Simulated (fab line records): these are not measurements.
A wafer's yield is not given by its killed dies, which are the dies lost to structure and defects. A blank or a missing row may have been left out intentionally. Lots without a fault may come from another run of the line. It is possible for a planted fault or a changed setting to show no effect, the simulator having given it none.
fab line records    flow nand-harc
record: lots: 6  wafers: 18  last-day: 24
route steps=1159 shown P_BONDPAD@356 A_ZERO_WELL@390 END@1159
lots that met no fault: taken from a fault-free run of the same line
start-h: hours from the record's first day to the start of the lot's first wafer shown    wait-h: how many hours have passed since the lot's step before this one    " repeats the value in the row above    L1.1+2: a row that stands for several wafers    - no value, or no start given    * or withheld: withheld    < > ~ a bound
route shown NAME@n: NAME is a module with steps in the file, n the number in the route of the first one    usual: the fault-free wafers' mean and standard deviation    same: alike in all rows    chamber/n: place in a boat    sites: the reading at each site    _std_site: how widely they spread, as a standard deviation    _edge_site: inner sites' mean taken away from outer sites' mean    radius-mm: how far each site lies from the wafer's centre    mask NAME#n: copy n    behind: the most recent tool/chamber to have shaped the wafer    hold: what put the lot on hold/how long, in hours/how the hold closed    device: the transistor (n, p or np) that didn't switch    end of line: tests of these same wafers at the route's end    step lacking rows: just its recipe    killed: dies that structure and defects cost at the first sort, which is not the same as the wafer's yield    map: per-die view of a wafer (x killed, . not killed, _ where there is no die)
set.NAME: the setting as run; set.NAME@STEP: as run at that earlier step    model.NAME: the simulator's own value behind a step, which no gauge read
lots at selected steps of the route; one table per step, one row per wafer
services: from which hour (start-h, from the record's first day; less than 0 if before it) a tool's chamber was out of use, for how many hours, and why
== steps ==
step: NHARC_P_BONDPAD_HMDS_02
recipe: time-s: 30
step: NHARC_P_BONDPAD_COAT_36
recipe: temp-c: 200  time-s: 65
step: NHARC_P_BONDPAD_COAT_03
recipe: spin-rpm: 2000  resist-thk-nm: 600
step: NHARC_P_BONDPAD_SOFTBAKE_04
recipe: temp-c: 125  time-s: 70
step: NHARC_P_BONDPAD_EBR_05
step: NHARC_P_BONDPAD_EXPOSE_06
recipe: na: 0.55  dose-mj: 37.06  mask-id: P_BPAD
step: NHARC_P_BONDPAD_PEB_07
recipe: peb-temp-c: 128  peb-time-s: 80
step: NHARC_P_BONDPAD_DEVELOP_08
recipe: time-s: 50  dev-temp-c: 22
step: NHARC_P_BONDPAD_CD_MEAS_09
recipe: target-cd-nm: 500  landing-energy-ev: 500
usual: cd-nm: 500.3/2.7
same: landing-energy-ev: 500
lot.wafer  tool       chamber  start-h  wait-h  cd-nm
L455.1     cd-sem-01  0        151.67   -       496.4
L455.2     "          0        "        "       497.3
L455.4     "          0        "        "       496.4
L456.1     cd-sem-01  0        152.67   -       500.9
L456.4     "          0        "        "       506.9
L456.5     "          0        "        "       503.3
L460.1     cd-sem-02  0        185.92   -       503.0
L460.3     "          0        "        "       503.8
L460.4     "          0        "        "       502.3
L461.2     cd-sem-02  0        187.16   -       502.5
L461.3     "          0        "        "       501.3
L461.6     "          0        "        "       502.5
L470.2     cd-sem-02  0        240.28   -       499.3
L470.3     "          0        "        "       496.6
L470.4     "          0        "        "       495.7
L474.1     cd-sem-03  0        266.31   -       500.0
L474.4     "          0        "        "       503.6
L474.6     "          0        "        "       501.1
step: NHARC_P_BONDPAD_OVL_MEAS_38
usual: overlay-x-nm: -1/5.9  overlay-y-nm: 0/5
lot.wafer  tool        chamber  start-h  wait-h  overlay-x-nm  overlay-y-nm
L455.1     overlay-02  -        151.75   -       -7            -1
L455.2     "           -        "        "       -7            -2
L455.4     "           -        "        "       -7            -1
L456.1     overlay-01  -        152.76   -       8             1
L456.4     "           -        "        "       8             0
L456.5     "           -        "        "       8             0
L460.1     overlay-01  -        186.01   -       -8            4
L460.3     "           -        "        "       -7            4
L460.4     "           -        "        "       -7            4
L461.2     overlay-01  -        187.25   -       -4            0
L461.3     "           -        "        "       -3            0
L461.6     "           -        "        "       -3            0
L470.2     overlay-02  -        240.37   -       -3            -4
L470.3     "           -        "        "       -3            -4
L470.4     "           -        "        "       -3            -4
L474.1     overlay-02  -        266.40   -       -1            -5
L474.4     "           -        "        "       -1            -5
L474.6     "           -        "        "       -1            -5
step: NHARC_P_BONDPAD_HARDBAKE_10
recipe: temp-c: 118  time-s: 65
step: NHARC_P_BONDPAD_DESCUM_11
recipe: time-s: 3  o2-flow-sccm: 200  ar-flow-sccm: 0  bias-power-w: 0  chemistry: O2
step: NHARC_P_BONDPAD_ETCH_37
recipe: target-depth-a: 600  overetch-a: 180  time-s: 65.91  ion-energy-ev: 200  n2-flow-sccm: 150  h2-flow-sccm: 150  ar-flow-sccm: 0  rf-w: 400  bias-w: 150  chemistry: N2/H2
usual: chamber-pressure-mTorr: 30.002/0.027  drypump-motor-current-A: 5.8/0.31  oes-product-au: 0.998/0.019  rf-vpp-V: 432.5/2.4  showerhead-plenum-p-Torr: 2.11/0.085  throttle-valve-pct: 14.171/0.0091
lot.wafer  tool         chamber  start-h  wait-h  chamber-pressure-mTorr  drypump-motor-current-A  oes-product-au  rf-hours-counter-h  rf-vpp-V  showerhead-plenum-p-Torr  throttle-valve-pct
L455.1     rie-diel-05  3        151.97   0.1     29.969                  5.4                      1.018           55                  426.1     1.88                      14.179
L455.4     "            0        "        "       30.036                  5.6                      1.017           51                  427.0     1.95                      14.181
L455.2     "            1        "        "       30.043                  5.4                      0.995           57                  430.3     2.03                      14.158
L456.4     rie-diel-13  1        152.97   0.1     29.985                  5.6                      1.028           3                   433.6     2.14                      14.177
L456.1     "            2        "        "       29.980                  5.6                      0.982           3                   433.6     2.17                      14.175
L456.5     "            0        "        "       30.025                  6.0                      0.984           -                   434.7     2.15                      14.179
L460.3     rie-diel-13  0        186.22   0.1     29.995                  6.1                      0.994           6                   432.6     2.15                      14.193
L460.1     "            1        "        "       29.989                  5.7                      1.040           6                   433.2     2.14                      14.160
L460.4     "            3        "        "       30.010                  6.4                      0.992           6                   433.5     2.18                      14.163
L461.3     rie-diel-13  1        187.46   0.1     29.953                  5.7                      1.039           6                   432.9     2.14                      14.185
L461.2     "            3        "        "       30.026                  6.3                      0.974           6                   434.9     2.18                      14.171
L461.6     "            0        "        "       30.011                  6.1                      0.993           -                   434.1     2.15                      14.179
L470.3     rie-diel-04  2        240.58   0.1     29.994                  5.5                      0.978           41                  428.4     2.01                      14.163
L470.4     "            0        "        "       30.017                  6.0                      0.982           39                  429.2     1.99                      14.150
L470.2     "            1        "        "       30.032                  5.8                      0.995           41                  434.3     2.20                      14.173
L474.4     rie-diel-13  2        266.61   0.1     30.025                  5.6                      0.982           12                  433.4     2.16                      14.163
L474.1     "            0        "        "       30.026                  6.1                      1.006           15                  433.9     2.15                      14.171
L474.6     "            2        "        "       29.960                  5.6                      0.967           -                   432.5     2.16                      14.168
step: NHARC_P_BONDPAD_ETCH_12
recipe: target-depth-a: 2000  time-s: 100  chf3-flow-sccm: 50  o2-flow-sccm: 10  ar-flow-sccm: 200  rf-w: 500  bias-w: 200  chemistry: CHF3/O2
usual: chamber-pressure-mTorr: 24.998/0.024  drypump-motor-current-A: 5.8/0.34  oes-product-au: 0.935/0.025  rf-vpp-V: 372.4/2.2  showerhead-plenum-p-Torr: 2.49/0.092  throttle-valve-pct: 20.571/0.0082
lot.wafer  tool         chamber  start-h  wait-h  chamber-pressure-mTorr  drypump-motor-current-A  oes-product-au  rf-hours-counter-h  rf-vpp-V  showerhead-plenum-p-Torr  throttle-valve-pct
L455.4     rie-diel-05  0        -        -       24.946                  5.6                      0.934           51                  367.7     2.30                      20.577
L455.1     "            1        "        "       24.959                  5.4                      0.920           57                  371.6     2.39                      20.556
L455.2     "            3        "        "       25.002                  5.4                      0.930           55                  365.9     2.22                      20.561
L456.1     rie-diel-13  1        -        -       25.011                  5.7                      1.013           3                   373.0     2.51                      20.573
L456.4     "            0        "        "       25.047                  6.0                      0.955           3                   373.8     2.52                      20.572
L456.5     "            2        "        "       25.006                  5.6                      0.961           -                   373.1     2.54                      20.571
L460.3     rie-diel-13  2        -        -       24.985                  5.6                      0.936           5                   374.2     2.54                      20.580
L460.1     "            3        "        "       24.989                  6.4                      0.912           6                   373.8     2.56                      20.564
L460.4     "            0        "        "       24.993                  6.0                      0.920           6                   372.5     2.52                      20.564
L461.2     rie-diel-13  3        -        -       24.996                  6.3                      0.942           7                   373.9     2.56                      20.571
L461.3     "            0        "        "       25.022                  6.1                      0.946           7                   374.2     2.52                      20.585
L461.6     "            3        "        "       24.981                  6.3                      0.951           -                   373.4     2.56                      20.571
L470.3     rie-diel-04  2        -        -       24.993                  5.5                      0.960           41                  369.8     2.37                      20.568
L470.4     "            3        "        "       24.995                  5.2                      0.979           42                  368.5     2.31                      20.570
L470.2     "            0        "        "       24.994                  6.0                      0.961           39                  369.4     2.34                      20.586
L474.1     rie-diel-13  3        -        -       25.017                  6.4                      0.912           14                  374.3     2.56                      20.582
L474.4     "            0        "        "       25.008                  6.0                      0.920           15                  371.8     2.52                      20.574
L474.6     "            2        "        "       24.986                  5.6                      0.898           -                   373.8     2.54                      20.590
step: NHARC_P_BONDPAD_CD_MEAS_13
usual: cd-nm: 499.8/2.9
lot.wafer  tool       chamber  start-h  wait-h  cd-nm
L455.1     cd-sem-02  -        152.21   -       496.4
L455.2     "          -        "        "       496.4
L455.4     "          -        "        "       494.4
L456.1     cd-sem-01  -        153.19   -       500.3
L456.4     "          -        "        "       506.3
L456.5     "          -        "        "       503.2
L460.1     cd-sem-03  -        186.45   -       501.5
L460.3     "          -        "        "       504.1
L460.4     "          -        "        "       500.4
L461.2     cd-sem-02  -        187.69   -       502.0
L461.3     "          -        "        "       500.0
L461.6     "          -        "        "       501.9
L470.2     cd-sem-03  -        240.81   -       498.9
L470.3     "          -        "        "       497.8
L470.4     "          -        "        "       496.9
L474.1     cd-sem-01  -        266.83   -       499.5
L474.4     "          -        "        "       500.1
L474.6     "          -        "        "       499.8
step: NHARC_P_BONDPAD_STRIP_15
recipe: o2-flow-sccm: 500  ar-flow-sccm: 0  bias-w: 0  chemistry: O2
usual: chamber-pressure-mTorr: 60.00/0.056  drypump-motor-current-A: 5.8/0.33  oes-product-au: 1.000/0.018  rf-vpp-V: 58.2/0.9  showerhead-plenum-p-Torr: 3.67/0.12  throttle-valve-pct: 17.037/0.0089
lot.wafer  tool         chamber  start-h  wait-h  chamber-pressure-mTorr  drypump-motor-current-A  oes-product-au  rf-hours-counter-h  rf-vpp-V  showerhead-plenum-p-Torr  throttle-valve-pct
L455.4     rie-diel-13  1        152.31   0.1     59.95                   5.7                      1.032           3                   58.3      3.68                      17.045
L455.1     "            2        "        "       60.07                   5.6                      0.986           3                   59.4      3.73                      17.029
L455.2     "            3        "        "       59.94                   6.3                      1.001           3                   58.7      3.76                      17.041
L456.4     rie-diel-13  2        153.30   0.1     59.97                   5.6                      0.984           3                   57.3      3.73                      17.039
L456.1     "            3        "        "       59.97                   6.4                      0.995           3                   59.8      3.76                      17.038
L456.5     "            1        "        "       59.92                   5.7                      1.039           -                   58.9      3.68                      17.032
L460.3     rie-diel-13  3        186.52   0.1     59.99                   6.4                      0.975           6                   58.9      3.75                      17.033
L460.4     "            0        "        "       59.95                   6.0                      0.999           7                   58.6      3.70                      17.040
L460.1     "            2        "        "       59.94                   5.6                      0.988           5                   58.2      3.72                      17.038
L461.2     rie-diel-13  0        187.80   0.1     59.98                   6.0                      1.001           7                   60.4      3.70                      17.041
L461.3     "            1        "        "       60.02                   5.7                      1.043           7                   57.5      3.68                      17.033
L461.6     "            2        "        "       60.03                   5.6                      0.992           -                   58.3      3.72                      17.045
L470.4     rie-diel-05  3        240.89   0.1     60.11                   5.4                      0.995           20                  58.5      3.80                      17.039
L470.3     "            0        "        "       59.99                   5.6                      0.993           18                  56.8      3.37                      17.049
L470.2     "            1        "        "       60.05                   5.4                      1.006           20                  58.0      3.49                      17.026
L474.1     rie-diel-13  3        266.91   0.1     59.98                   6.3                      0.982           14                  57.5      3.75                      17.034
L474.4     "            2        "        "       59.97                   5.6                      0.965           12                  58.6      3.72                      17.046
L474.6     "            0        "        "       60.04                   6.1                      1.000           -                   59.1      3.69                      17.040
step: NHARC_P_BONDPAD_ETCH_24
recipe: target-depth-a: 300  over-etch-frac: 0.3  time-s: 72.99  ion-energy-ev: 150  cf4-flow-sccm: 50  n2-flow-sccm: 100  ar-flow-sccm: 150  rf-w: 300  bias-w: 100  chemistry: CF4/N2
usual: chamber-pressure-mTorr: 30.004/0.028  drypump-motor-current-A: 5.8/0.33  oes-product-au: 0.999/0.019  rf-vpp-V: 315.9/1.8  showerhead-plenum-p-Torr: 2.72/0.093  throttle-valve-pct: 19.795/0.008
lot.wafer  tool         chamber  start-h  wait-h  chamber-pressure-mTorr  drypump-motor-current-A  oes-product-au  rf-hours-counter-h  rf-vpp-V  showerhead-plenum-p-Torr  throttle-valve-pct
L455.1     rie-diel-13  2        -        -       30.002                  5.6                      0.981           3                   316.5     2.77                      19.798
L455.2     "            3        "        "       29.994                  6.4                      0.998           3                   316.4     2.80                      19.794
L455.4     "            0        "        "       29.988                  6.0                      0.989           3                   316.8     2.76                      19.801
L456.1     rie-diel-13  0        -        -       29.950                  6.1                      0.988           3                   317.7     2.76                      19.793
L456.4     "            3        "        "       29.978                  6.4                      0.997           3                   316.1     2.80                      19.790
L456.5     "            1        "        "       30.022                  5.6                      1.037           -                   316.7     2.74                      19.779
L460.3     rie-diel-13  3        -        -       30.042                  6.4                      0.982           6                   316.2     2.80                      19.793
L460.1     "            1        "        "       30.005                  5.7                      1.031           6                   314.9     2.74                      19.785
L460.4     "            2        "        "       30.012                  5.6                      0.962           5                   316.2     2.77                      19.792
L461.3     rie-diel-13  1        -        -       29.988                  5.7                      1.028           7                   316.9     2.74                      19.806
L461.2     "            2        "        "       29.990                  5.6                      0.976           5                   318.8     2.77                      19.797
L461.6     "            3        "        "       29.973                  6.4                      0.982           -                   317.2     2.80                      19.787
L470.2     rie-diel-05  3        -        -       29.987                  5.4                      0.997           20                  317.6     2.83                      19.781
L470.3     "            1        "        "       29.971                  5.4                      1.015           20                  313.9     2.60                      19.787
L470.4     "            2        "        "       29.971                  5.7                      1.011           21                  317.7     2.77                      19.803
L474.4     rie-diel-13  0        -        -       30.010                  6.0                      0.995           15                  318.0     2.75                      19.791
L474.1     "            2        "        "       30.039                  5.6                      0.970           12                  316.6     2.77                      19.805
L474.6     "            1        "        "       29.989                  5.7                      1.033           -                   316.0     2.74                      19.794
step: NHARC_P_BONDPAD_STRIP_16
recipe: time-s: 600  temp-c: 30  chemistry: post-etch-residue-remover
step: NHARC_P_BONDPAD_DEGAS_25
recipe: temp-c: 300  time-s: 60
step: NHARC_P_BONDPAD_PRE_CLEAN_26
recipe: time-s: 30  temp-c: 280  gas: H2/He
step: NHARC_P_BONDPAD_PVD_17
recipe: target-thk-a: 50  bias-v: 168.6  power-w: 15000  chamber-pressure-pa: 0.12  time-s: 8.06  substrate-temp-c: 50  material: TaN
usual: chamber-pressure-pa: 0.12/0.00024  throttle-valve-pct: 29.9/0.94
lot.wafer  tool            chamber  start-h  wait-h  chamber-pressure-pa  throttle-valve-pct
L455.2     pvd-sputter-02  -        -        -       0.12019              30.6
L455.1     "               -        "        "       0.11986              30.0
L455.4     "               -        "        "       0.1201               31.1
L456.4     pvd-sputter-02  -        -        -       0.11988              31.1
L456.1     "               -        "        "       0.12049              30.8
L456.5     "               -        "        "       0.12                 31.2
L460.1     pvd-sputter-02  -        -        -       0.11976              29.0
L460.4     "               -        "        "       0.1197               30.5
L460.3     "               -        "        "       0.1197               30.2
L461.2     pvd-sputter-02  -        -        -       0.12038              28.8
L461.3     "               -        "        "       0.12004              29.9
L461.6     "               -        "        "       0.11999              31.1
L470.3     pvd-sputter-03  -        -        -       0.12053              29.3
L470.4     "               -        "        "       0.11997              30.9
L470.2     "               -        "        "       0.11999              29.2
L474.1     pvd-sputter-02  -        -        -       0.12009              31.1
L474.4     "               -        "        "       0.12021              28.8
L474.6     "               -        "        "       0.12002              28.5
step: NHARC_P_BONDPAD_PVD_27
recipe: target-thk-a: 300  chamber-pressure-pa: 5  power-w: 5000  substrate-temp-c: 30  time-s: 20.49  material: Cu
usual: chamber-pressure-pa: 4.999/0.01  throttle-valve-pct: 29.9/0.9
lot.wafer  tool            chamber  start-h  wait-h  chamber-pressure-pa  throttle-valve-pct
L455.4     pvd-sputter-02  -        -        -       4.997                28.8
L455.1     "               -        "        "       5.011                30.9
L455.2     "               -        "        "       4.996                30.2
L456.1     pvd-sputter-02  -        -        -       4.987                30.0
L456.4     "               -        "        "       4.989                30.8
L456.5     "               -        "        "       5.002                30.6
L460.3     pvd-sputter-02  -        -        -       5.019                30.2
L460.4     "               -        "        "       5.006                31.1
L460.1     "               -        "        "       4.996                29.0
L461.2     pvd-sputter-02  -        -        -       5.000                30.8
L461.3     "               -        "        "       5.007                31.0
L461.6     "               -        "        "       5.012                30.2
L470.4     pvd-sputter-03  -        -        -       4.999                30.9
L470.3     "               -        "        "       4.975                30.6
L470.2     "               -        "        "       5.009                29.3
L474.1     pvd-sputter-02  -        -        -       4.986                28.8
L474.4     "               -        "        "       4.992                29.7
L474.6     "               -        "        "       4.996                30.3
step: NHARC_P_BONDPAD_ECD_18
recipe: target-thk-a: 4000  bath-temp-c: 25  material: Cu
step: NHARC_P_BONDPAD_ANNEAL_28
recipe: temp-c: 225  time-s: 90
step: NHARC_P_BONDPAD_CMP_19
recipe: t-overpolish-s: 30  cu-recess-touch-s: 16  target-thk-nm: 160.81
step: NHARC_P_BONDPAD_THK_MEAS_20
recipe: thk-meas-gauge: xrf
usual: thk-nm: 160.5/1.7
lot.wafer  tool           chamber  start-h  wait-h  thk-nm
L455.1     film-metro-02  -        155.14   -       161.7
L455.2     "              -        "        "       159.9
L455.4     "              -        "        "       158.9
L456.1     film-metro-02  -        155.38   -       159.8
L456.4     "              -        "        "       160.4
L456.5     "              -        "        "       158.9
L460.1     film-metro-02  -        188.50   -       160.1
L460.3     "              -        "        "       162.0
L460.4     "              -        "        "       160.2
L461.2     film-metro-02  -        189.76   -       156.9
L461.3     "              -        "        "       159.9
L461.6     "              -        "        "       157.5
L470.2     film-metro-01  -        242.86   -       164.1
L470.3     "              -        "        "       162.8
L470.4     "              -        "        "       159.5
L474.1     film-metro-02  -        268.87   -       160.8
L474.4     "              -        "        "       159.6
L474.6     "              -        "        "       158.5
step: NHARC_P_BONDPAD_SRD_21
recipe: time-s: 30  temp-c: 23  dry-time-s: 20  spin-rpm: 1500
step: NHARC_P_BONDPAD_ACTIVATE_29
recipe: time-s: 60  n2-flow-sccm: 200  ar-flow-sccm: 0  bias-power-w: 0  chemistry: N2
step: NHARC_P_BONDPAD_PRECLEAN_30
recipe: time-s: 300  temp-c: 23  chemistry: DIW
step: NHARC_P_BONDPAD_SRD_31
recipe: time-s: 30  temp-c: 23  dry-time-s: 20  spin-rpm: 1500
step: NHARC_A_ZERO_WELL_PRECLEAN_00
recipe: time-s: 600  temp-c: 120  chemistry: SPM
step: NHARC_A_ZERO_WELL_SRD_01
step: NHARC_A_ZERO_WELL_DEHYDRATE_02
recipe: temp-c: 150  time-s: 120
step: NHARC_A_ZERO_WELL_HMDS_03
recipe: time-s: 30
step: NHARC_A_ZERO_WELL_COAT_18
recipe: temp-c: 200  time-s: 65
step: NHARC_A_ZERO_WELL_COAT_04
recipe: spin-rpm: 2000  resist-thk-nm: 600
step: NHARC_A_ZERO_WELL_SOFTBAKE_05
recipe: temp-c: 125  time-s: 70
step: NHARC_A_ZERO_WELL_EBR_06
step: NHARC_END_SORT_01
recipe: temp-c: 25
usual: defect-limited-yield: 96.0/1.3  killed-at-array: 24/8.4  killed-at-other: 0.7/1.1  killed-at-periphery: 2.9/1.7  killed-dies: 27/8.6  killed-open: 3.3/1.8  killed-short: 1.8/1.4  sort_bin_2_pct: 1.3/0.56  sort_bin_3_pct: 0.19/0.18  sort_bin_4_pct: 2.6/0.84  sort-n-pass: 650/8.6  sort-rim-yield-pct: 96.1/2.3  sort-yield-pct: 96.0/1.3
same: gross-dies: 677  sort_bin_5_pct[%]: 0  sort_bin_6_pct[%]: 0  sort_bin_7_pct[%]: 0  sort_bin_8_pct[%]: 0  sort-rim-n-gross: 106.00
lot.wafer  tool       chamber  start-h  wait-h  defect-limited-yield[%]  killed-at-array  killed-at-other  killed-at-periphery  killed-dies  killed-open  killed-short  sort_bin_2_pct[%]  sort_bin_3_pct[%]  sort_bin_4_pct[%]  sort-n-pass  sort-rim-yield-pct[%]  sort-yield-pct[%]
L460.1     prober-01  0        488.84   2.5     79.9                     27               0                109                  136          5            3             7.8                5.47               6.8                541          92.5                   79.9
L461.3     prober-02  0        491.23   3.1     81.4                     32               0                94                   126          2            2             7.4                4.73               6.5                551          93.4                   81.4
killed by level:class
L460.1 P_BONDPAD:unspecified=106 A_CHANNEL_HOLE_D1:chamber-film-flake=15 A_CONTACT:chamber-film-flake=4 A_CONTACT:geometric-particle:open=2 A_WL_FILL:chamber-film-flake=2 P_GATE:geometric-particle:short=1 P_CONTACT:geometric-particle:open=1 P_M1:geometric-particle:short=1
L461.3 P_BONDPAD:unspecified=93 A_SLIT:chamber-film-flake=11 A_STAIRCASE:chamber-film-flake=9 A_CHANNEL_HOLE_D1:chamber-film-flake=5 A_CHANNEL_FILL_D1:geometric-particle:short=1 A_WL_FILL:geometric-particle:short=1 A_CONTACT:geometric-particle:open=1 A_M0:geometric-particle:open=1
map L460.1 (x killed, . not)
____________.____________
_________......._________
_______..........._______
______.............______
_____.x............._____
____...............x.____
____.............x...____
___.................x.___
___.........x.......xx___
__...x.............xxxx__
__...........xx....xx..__
_......x.....xxx....xxx._
_...........xxxxx..x...._
_........xxxxxxxx..x.x.._
_........xxxxxxxxx......_
_.........xxxxxxxx......_
..........xxxxxxxx.......
.........xxxxxxxxxx......
.........xxxxxxxxxx......
.........xxxxxxxxxx.x....
........xxxxxxxxx........
_........x.xxxxxxx......_
_.....x....xxxxxx......._
_.........xxxxxx........_
_............x.x........_
_...x.........x........._
__...........x.........__
__..x..................__
___...................___
___...................___
____...........x.....____
____.........x......x____
_____..............._____
______.x...........______
_______..........._______
_________.x....._________
____________.____________
map L461.3 (x killed, . not)
____________.____________
_________......x_________
_______.......x..x_______
______.x....x...x..______
_____...x.........x._____
____...........x.....____
____.................____
___................x..___
___...................___
__..........x..........__
__........x............__
_..............x........_
_.......x..xxxxx........_
_.........xxxxxx........_
_.......xxxxxxxxxx......_
_........xxxxxxxxx......_
.........xxxxxxxx........
.........xxxxxxxxx.......
........xxxxxxxxxx.......
.........xxxxxxxx.x......
.........xxxxxxxx........
_.........xxxxxx.x....x._
_........x.xxxx.x......._
_..x......xxxxxx........_
_......................._
_.x...x.....x..xxx......_
__.....................__
__............xxx......__
___................x..___
___............x..x...___
____.................____
____...........x.x...____
_____..............._____
______........x....______
_______........x.x_______
_________......._________
____________.____________
== services ==
tool            chamber  start-h  hours  kind
rie-diel-13     0        132.50   -      clean
rie-diel-13     1        132.50   -      clean
rie-diel-13     2        132.50   -      clean
rie-diel-13     3        132.50   -      clean
pvd-sputter-03  -        136.77   1.8    repair
rie-diel-04     -        138.46   0.2    repair
rie-diel-13     3        146.36   1.2    repair
rie-diel-04     0        147.18   2.9    repair
rie-diel-13     2        160.93   7.9    repair
rie-diel-05     -        171.54   9.0    pm
rie-diel-13     0        181.00   -      clean
rie-diel-13     1        181.00   -      clean
rie-diel-13     2        181.00   -      clean
rie-diel-13     3        181.00   -      clean
rie-diel-04     0        181.57   2.0    repair
pvd-sputter-03  -        201.02   6.9    repair
rie-diel-13     0        205.50   -      clean
rie-diel-13     1        205.50   -      clean
rie-diel-13     2        205.50   -      clean
rie-diel-13     3        205.50   -      clean
pvd-sputter-02  -        206.51   0.8    repair
pvd-sputter-02  -        214.01   10.0   pm
rie-diel-13     0        230.00   -      clean
rie-diel-13     1        230.00   -      clean
== key ==
first-sign: step: NHARC_END_SORT_01  reading: killed-at-periphery  direction: up  sigmas: 57  usual: 2.9  struck: 101.5
effect: step: NHARC_END_SORT_01  reading: killed-dies  direction: up  sigmas: 12  usual: 27  struck: 131
more-kills-born-at: NHARC_P_BONDPAD_ETCH_37@rie-diel-13: 199
met-at NHARC_P_BONDPAD_ETCH_37
struck-wafers L460.1,L461.3
onset-between 152.97 186.22
fault: kind: chamber-particle-source  tool: rie-diel-13  chamber: 1  onset-h: 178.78  steps: NHARC_P_BONDPAD_ETCH_37  rate-per-visit-cm2: 1.5849  end-h: 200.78
